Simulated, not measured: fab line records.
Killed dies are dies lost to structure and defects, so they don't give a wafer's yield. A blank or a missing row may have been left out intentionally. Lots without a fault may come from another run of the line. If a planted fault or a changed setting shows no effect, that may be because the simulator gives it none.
Chamber matching    flow n5-finfet    4 sister chambers for N5_BEOL_M2_STRIP_36 on rie-diel-04
The step strips in N2/H2. 8 wafers are shown with their chamber, then 11 later ones without.

## WAFERS, EACH WITH ITS CHAMBER
wafer   chamber  drypump-motor-current-A (A)  throttle-valve-pct (%)
L079.3  3        5.5                          22.9
L080.1  3        5.5                          22.9
L083.1  1        6.2                          23.8
L083.3  2        5.9                          23.8
L083.5  2        5.9                          23.8
L086.2  1        6.3                          23.9
L086.5  0        6.1                          23.3
L090.4  0        6.1                          23.3

## WAFERS WITHOUT THEIR CHAMBER
wafer   drypump-motor-current-A (A)  throttle-valve-pct (%)
L090.5  5.5                          23.0
L090.6  5.9                          23.8
L091.2  6.0                          23.8
L091.4  5.5                          23.0
L091.6  5.9                          23.8
L096.1  6.3                          23.8
L096.2  5.5                          23.0
L096.4  6.0                          23.8
L097.1  6.2                          23.9
L097.2  6.0                          23.8
L097.4  5.5                          23.0

## CHAMBER TAKEN BY EACH
wafer   from the rows above  in truth
L090.5  3                    3
L090.6  2                    2
L091.2  2                    2
L091.4  3                    3
L091.6  2                    2
L096.1  1                    1
L096.2  3                    3
L096.4  2                    2
L097.1  1                    1
L097.2  2                    2
L097.4  3                    3
Correctly placed: 11 of 11. Number that these rows cannot place: 0. Placed wrongly: 0.
How it was worked out, from the rows above alone: a wafer's distance from a chamber is the root of the sum, over the readings, of the square of ((its reading less the chamber's mean) divided by the reading's scatter). The wafer belongs to the nearest chamber; if the next one is less than 2 further off, it can't be placed. For every chamber, the mean is computed from those of its wafers that are shown. The scatter: take each reading less its chamber's mean, square it, sum over the shown wafers, divide by the number of wafers less the number of chambers, and take the root.
